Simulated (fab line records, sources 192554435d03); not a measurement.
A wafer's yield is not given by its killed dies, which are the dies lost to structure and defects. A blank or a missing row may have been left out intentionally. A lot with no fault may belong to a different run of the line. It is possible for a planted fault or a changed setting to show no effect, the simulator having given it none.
Chamber matching | flow n5 finfet | rie diel-02 running N5_PMOS_HMC_CHANNEL_EPI_HM_OPEN_15: 4 sister chambers
The step chemistry CHF3/O2, target SiO2, target depth 40.6 nm, time 20.3 s. 4 wafers are shown with their chamber, then 11 later ones without.

WAFERS, EACH WITH ITS CHAMBER
wafer  | chamber | showerhead plenum p Torr (Torr)
L078.3 | 2       | 2.26
L086.2 | 3       | 2.31
L087.6 | 0       | 2.29
L089.1 | 1       | 2.52

WAFERS WITHOUT THEIR CHAMBER
wafer  | showerhead plenum p Torr (Torr)
L089.3 | 2.25
L089.6 | 2.52
L092.2 | 2.25
L092.3 | 2.52
L092.5 | 2.52
L094.2 | 2.28
L094.5 | 2.30
L094.6 | 2.25
L095.1 | 2.52
L095.2 | 2.25
L095.3 | 2.30

CHAMBER TAKEN BY EACH
wafer  | from the rows above     | in truth
L089.3 | 2                       | 2
L089.6 | 1                       | 1
L092.2 | 2                       | 2
L092.3 | 1                       | 1
L092.5 | 1                       | 1
L094.2 | can't be placed: 0 or 2 | 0
L094.5 | can't be placed: 0 or 3 | 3
L094.6 | 2                       | 2
L095.1 | 1                       | 1
L095.2 | 2                       | 2
L095.3 | can't be placed: 0 or 3 | 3
Placed correctly: 8 of 11. Cannot be placed on the basis of these rows: 3; the candidates contain the true chamber in 3. 0 placed wrongly.
How it was worked out, from the rows above alone: a wafer's distance from a chamber is the root of the sum, over the readings, of the square of ((its reading less the chamber's mean) divided by the reading's scatter). The wafer belongs to the nearest chamber; if the next one is less than 2 further off, it can't be placed. For every chamber, the mean is computed from those of its wafers that are shown. The scatter: root of mean squared gap, hidden wafer to nearest shown wafer, with one shown wafer a chamber.
